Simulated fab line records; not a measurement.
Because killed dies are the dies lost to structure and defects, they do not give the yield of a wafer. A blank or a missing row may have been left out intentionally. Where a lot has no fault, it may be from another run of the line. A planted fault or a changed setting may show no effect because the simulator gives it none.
Matching of chambers    flow nandHarc    NHARC_A_CHANNEL_FILL_D1_CMP_10 on cmp-01 has 4 sister chambers
The step polishes, target thk 150 nm. 18 wafers are shown with their chamber, then 9 later ones without.

WAFERS, EACH WITH ITS CHAMBER
wafer   chamber  motorCurrentA (A)  timeToEndpointS (s)
L075.1  1        13.5               18.5
L075.3  3        12.4               16.1
L075.4  2        11.5               17.3
L076.1  2        12.2               14.4
L076.3  3        12.4               12.8
L076.5  0        12.6               15.4
L079.3  0        12.5               9.6
L079.5  1        13.8               10.8
L079.6  2        12.9               12.4
L084.3  0        13.5               15.3
L084.4  2        11.9               15.4
L084.6  3        12.8               15.0
L086.2  1        13.4               14.2
L086.4  0        12.8               11.7
L086.5  1        13.2               13.3
L090.2  0        12.9               16.0
L090.4  3        12.1               16.1
L090.5  2        12.2               17.4

SIGNATURES, as means of the wafers listed above
reading          chamber 0  chamber 1  chamber 2  chamber 3  scatter within a chamber
motorCurrentA    12.860     13.475     12.140     12.425     0.387
timeToEndpointS  13.600     14.200     15.380     15.000     2.5
Rule: for each reading, subtract the chamber's mean from the wafer's reading, divide by that reading's scatter and square the result; add these up over the readings and take the root, which gives the wafer's distance from the chamber. The wafer belongs to the nearest chamber; if the next one is less than 2 further off, it can't be placed. The scatter is the square root of a quotient: the sum, over the shown wafers, of each reading's squared deviation from its chamber's mean, divided by wafers minus chambers.

WAFERS WITH NO CHAMBER GIVEN
wafer   motorCurrentA (A)  timeToEndpointS (s)
L092.3  12.2               12.9
L092.5  12.5               14.8
L092.6  14.3               13.5
L094.2  13.6               8.9
L094.4  11.6               11.3
L094.6  13.0               9.4
L096.2  13.0               16.0
L096.3  12.0               11.8
L096.5  12.4               14.8

WHICH CHAMBER EACH WENT THROUGH
wafer   from the rows above                in truth
L092.3  can't be placed: 2 or 3 or 0       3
L092.5  can't be placed: 3 or 2 or 0       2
L092.6  can't be placed: 1 or 0            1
L094.2  can't be placed: 1 or 0 or 3       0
L094.4  can't be placed: 2 or 3 or 0       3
L094.6  can't be placed: 0 or 1 or 3 or 2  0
L096.2  can't be placed: 0 or 1 or 3 or 2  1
L096.3  can't be placed: 2 or 3 or 0       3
L096.5  can't be placed: 3 or 2 or 0       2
Placed correctly: 0 of 9. Unplaceable from these rows: 9, with the true chamber sitting among the candidates in 9. Number placed wrongly: 0.
